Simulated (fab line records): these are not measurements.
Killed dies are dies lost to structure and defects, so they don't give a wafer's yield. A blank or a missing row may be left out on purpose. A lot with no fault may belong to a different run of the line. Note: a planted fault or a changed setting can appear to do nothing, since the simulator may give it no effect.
Chamber matching    flow nandHarc    aldMetal-01 running NHARC_A_BLC_ALD_23: 4 sister chambers
The step deposits TiN, target thk 3 nm, pulse time 1 s, ald cycles 150. 18 wafers are shown with their chamber, then 9 later ones without.

== WAFERS, EACH WITH ITS CHAMBER ==
wafer   chamber  heaterPowerW (W)  precursorPulseHeightRel
L078.1  1        1033              1.016
L078.3  2        1036              1.005
L078.4  0        1171              0.994
L080.2  3        923               1.002
L080.3  0        1202              1.003
L080.6  2        1019              0.988
L083.2  3        930               1.043
L083.5  0        1192              1.011
L083.6  1        1022              0.996
L085.2  0        1177              0.990
L085.5  1        1067              0.981
L085.6  0        1165              1.035
L085.1  2        1015              1.016
L085.3  3        942               1.036
L085.4  1        1053              1.003
L086.2  2        1039              0.986
L086.5  1        1012              1.021
L086.6  0        1215              1.020

SIGNATURES, as means of the wafers listed above
reading                  chamber 0  chamber 1  chamber 2  chamber 3  scatter within a chamber
heaterPowerW             1187.00    1037.40    1027.25    931.67     18
precursorPulseHeightRel  1.00883    1.00340    0.99875    1.02700    0.017
Rule: for each reading, subtract the chamber's mean from the wafer's reading, divide by that reading's scatter and square the result; add these up over the readings and take the root, which gives the wafer's distance from the chamber. If the next closest chamber is less than 2 further off than the closest, the wafer can't be placed; otherwise it belongs to the closest. How the scatter is found: for the shown wafers, subtract from each reading the mean of its chamber, square and add these, divide the total by (wafers less chambers), then take the root.

== WAFERS WITHOUT THEIR CHAMBER ==
wafer   heaterPowerW (W)  precursorPulseHeightRel
L090.1  1045              1.004
L090.3  928               0.978
L090.5  1023              1.003
L092.1  1037              1.001
L092.4  1026              0.999
L092.5  1025              0.975
L093.4  1066              1.013
L093.5  1110              0.985
L093.6  990               0.989

== CHAMBER TAKEN BY EACH ==
wafer   from the rows above           in truth
L090.1  can't be placed: 1 or 2       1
L090.3  3                             3
L090.5  can't be placed: 2 or 1       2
L092.1  can't be placed: 1 or 2       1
L092.4  can't be placed: 2 or 1       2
L092.5  can't be placed: 2 or 1       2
L093.4  can't be placed: 1 or 2       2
L093.5  can't be placed: 1 or 0 or 2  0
L093.6  can't be placed: 2 or 1 or 3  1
1 of 9 placed correctly. Unplaceable from these rows: 8, with the true chamber sitting among the candidates in 8. Placed wrongly: 0.
